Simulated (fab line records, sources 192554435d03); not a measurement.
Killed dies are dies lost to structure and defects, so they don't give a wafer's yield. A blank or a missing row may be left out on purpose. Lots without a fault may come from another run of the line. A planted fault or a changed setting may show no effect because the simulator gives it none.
Chamber matching | flow n5_finfet | N5_BEOL_M9_CURE_72 on uv_cure-02: 3 sister chambers
The step cures SiCOH lowk, time 120 s. 16 wafers are shown with their chamber, then 8 later ones without.

WAFERS WITH THEIR CHAMBER
wafer  | chamber | wafer_temp_C_max | lamp_power_pct (%)
L074.2 | 1       | 371.7            | 52.26
L074.5 | 1       | 371.8            | 52.35
L074.6 | 1       | 371.4            | 52.25
L076.3 | 0       | 371.8            | 52.41
L076.5 | 0       | 371.3            | 52.34
L076.6 | 0       | 371.4            | 52.28
L080.3 | 1       | 371.2            | 52.34
L080.4 | 1       | 371.1            | 52.33
L080.5 | 1       | 371.6            | 52.32
L078.1 | 1       | 371.5            | 52.33
L078.2 | 1       | 371.5            | 52.35
L078.6 | 1       | 371.3            | 52.36
L081.1 | 2       | 370.7            | 52.26
L081.2 | 2       | 371.2            | 52.36
L081.5 | 2       | 371.4            | 52.35
L088.2 | 0       | 371.9            | 52.26

SIGNATURES (means of the wafers above)
reading          | chamber 0 | chamber 1 | chamber 2 | scatter within a chamber
wafer_temp_C_max | 371.600   | 371.456   | 371.100   | 0.269
lamp_power_pct   | 52.3225   | 52.3211   | 52.3233   | 0.0498
Rule: a wafer's distance from a chamber is the root of the sum, over the readings, of the square of ((its reading less the chamber's mean) divided by the reading's scatter). The wafer belongs to the nearest chamber; if the next one is less than 2 further off, it can't be placed. The scatter: the root of (the sum of the squares of (reading less its chamber's mean) over the shown wafers, divided by (wafers less chambers)).

WAFERS WITHOUT THEIR CHAMBER
wafer  | wafer_temp_C_max | lamp_power_pct (%)
L088.3 | 371.8            | 52.28
L088.6 | 371.4            | 52.34
L085.3 | 371.9            | 52.37
L085.4 | 372.4            | 52.31
L085.5 | 371.3            | 52.36
L095.4 | 371.2            | 52.29
L095.5 | 371.3            | 52.21
L095.6 | 372.3            | 52.41

WHICH CHAMBER EACH WENT THROUGH
wafer  | from the rows above          | in truth
L088.3 | can't be placed: 0 or 1 or 2 | 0
L088.6 | can't be placed: 1 or 0 or 2 | 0
L085.3 | can't be placed: 0 or 1 or 2 | 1
L085.4 | can't be placed: 0 or 1 or 2 | 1
L085.5 | can't be placed: 1 or 2 or 0 | 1
L095.4 | can't be placed: 2 or 1 or 0 | 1
L095.5 | can't be placed: 1 or 2 or 0 | 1
L095.6 | can't be placed: 0 or 1 or 2 | 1
Placed correctly: 0 of 8. Can't be placed from these rows: 8 (the true chamber is among the candidates in 8). Placed wrongly: 0.
